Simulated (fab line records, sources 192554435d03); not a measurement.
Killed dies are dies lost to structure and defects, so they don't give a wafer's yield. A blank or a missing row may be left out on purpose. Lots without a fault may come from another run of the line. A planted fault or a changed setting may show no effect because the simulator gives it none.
Chamber matching | flow n5_finfet | N5_BEOL_M0_SAQP_SPACER2_ETCHBACK_27 on rie_diel-04: 4 sister chambers
The step etches SiO2 in CHF3/O2, target depth 22.5 nm, time 11.25 s. 4 wafers are shown with their chamber, then 10 later ones without.

WAFERS WITH THEIR CHAMBER
wafer  | chamber | showerhead_plenum_p_Torr (Torr)
L084.5 | 3       | 2.55
L087.6 | 0       | 2.30
L088.1 | 1       | 2.44
L088.2 | 2       | 2.39

WAFERS WITHOUT THEIR CHAMBER
wafer  | showerhead_plenum_p_Torr (Torr)
L088.6 | 2.30
L089.1 | 2.39
L089.3 | 2.29
L089.5 | 2.54
L092.1 | 2.54
L092.3 | 2.44
L092.6 | 2.54
L095.3 | 2.44
L095.5 | 2.38
L095.6 | 2.54

WHICH CHAMBER EACH WENT THROUGH
wafer  | from the rows above | in truth
L088.6 | 0                   | 0
L089.1 | 2                   | 2
L089.3 | 0                   | 0
L089.5 | 3                   | 3
L092.1 | 3                   | 3
L092.3 | 1                   | 1
L092.6 | 3                   | 3
L095.3 | 1                   | 1
L095.5 | 2                   | 2
L095.6 | 3                   | 3
Placed correctly: 10 of 10. Can't be placed from these rows: 0. Placed wrongly: 0.
How it was worked out, from the rows above alone: a wafer's distance from a chamber is the root of the sum, over the readings, of the square of ((its reading less the chamber's mean) divided by the reading's scatter). The wafer belongs to the nearest chamber; if the next one is less than 2 further off, it can't be placed. A chamber's mean is the mean of its shown wafers. The scatter: with one shown wafer a chamber, the root of the mean of the squares of how far each hidden wafer lies from its nearest shown one.
